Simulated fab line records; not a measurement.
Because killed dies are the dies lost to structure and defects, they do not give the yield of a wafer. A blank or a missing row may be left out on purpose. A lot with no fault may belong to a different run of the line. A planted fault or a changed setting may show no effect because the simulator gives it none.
Chamber matching / flow nandHarc / NHARC_A_CONTACT_ETCH_110 on rieDiel-04: 4 sister chambers
The step etches the open film in CF4/O2, target depth 60 nm, overetch 6 nm, time 33 s. 8 wafers are shown with their chamber, then 7 later ones without.

WAFERS PAIRED WITH THEIR CHAMBERS
wafer=L074.2; chamber=2; rfVppV (V)=196.0; oesProductAu (a.u.)=1.011
wafer=L074.5; chamber=2; rfVppV (V)=196.2; oesProductAu (a.u.)=0.998
wafer=L077.5; chamber=0; rfVppV (V)=200.6; oesProductAu (a.u.)=0.994
wafer=L078.1; chamber=1; rfVppV (V)=197.7; oesProductAu (a.u.)=1.030
wafer=L078.2; chamber=0; rfVppV (V)=199.7; oesProductAu (a.u.)=0.994
wafer=L078.5; chamber=3; rfVppV (V)=197.1; oesProductAu (a.u.)=1.002
wafer=L079.1; chamber=1; rfVppV (V)=197.0; oesProductAu (a.u.)=1.013
wafer=L079.3; chamber=3; rfVppV (V)=196.3; oesProductAu (a.u.)=0.991

WAFERS WHOSE CHAMBER IS MISSING
wafer=L079.4; rfVppV (V)=198.2; oesProductAu (a.u.)=0.992
wafer=L087.2; rfVppV (V)=197.5; oesProductAu (a.u.)=1.003
wafer=L087.5; rfVppV (V)=197.2; oesProductAu (a.u.)=0.995
wafer=L087.6; rfVppV (V)=197.9; oesProductAu (a.u.)=1.002
wafer=L093.3; rfVppV (V)=196.4; oesProductAu (a.u.)=0.992
wafer=L093.4; rfVppV (V)=196.3; oesProductAu (a.u.)=1.010
wafer=L093.5; rfVppV (V)=195.0; oesProductAu (a.u.)=1.016

WHICH CHAMBER EACH ONE RAN IN
wafer=L079.4; from the rows above=can't be placed: 3 or 1 or 0 or 2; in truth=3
wafer=L087.2; from the rows above=can't be placed: 3 or 1 or 2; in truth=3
wafer=L087.5; from the rows above=can't be placed: 3 or 2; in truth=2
wafer=L087.6; from the rows above=can't be placed: 3 or 1 or 2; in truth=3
wafer=L093.3; from the rows above=can't be placed: 3 or 2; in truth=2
wafer=L093.4; from the rows above=can't be placed: 2 or 3 or 1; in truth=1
wafer=L093.5; from the rows above=can't be placed: 2 or 3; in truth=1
Placed correctly: 0 of 7. Unplaceable from these rows: 7, with the true chamber sitting among the candidates in 6. Wrongly placed: 0.
How it was worked out, from the rows above alone: a wafer's distance from a chamber is the root of the sum, over the readings, of the square of ((its reading less the chamber's mean) divided by the reading's scatter). If the next closest chamber is less than 2 further off than the closest, the wafer can't be placed; otherwise it belongs to the closest. Each chamber's mean is taken over the wafers shown for it. How the scatter is found: for the shown wafers, subtract from each reading the mean of its chamber, square and add these, divide the total by (wafers less chambers), then take the root.
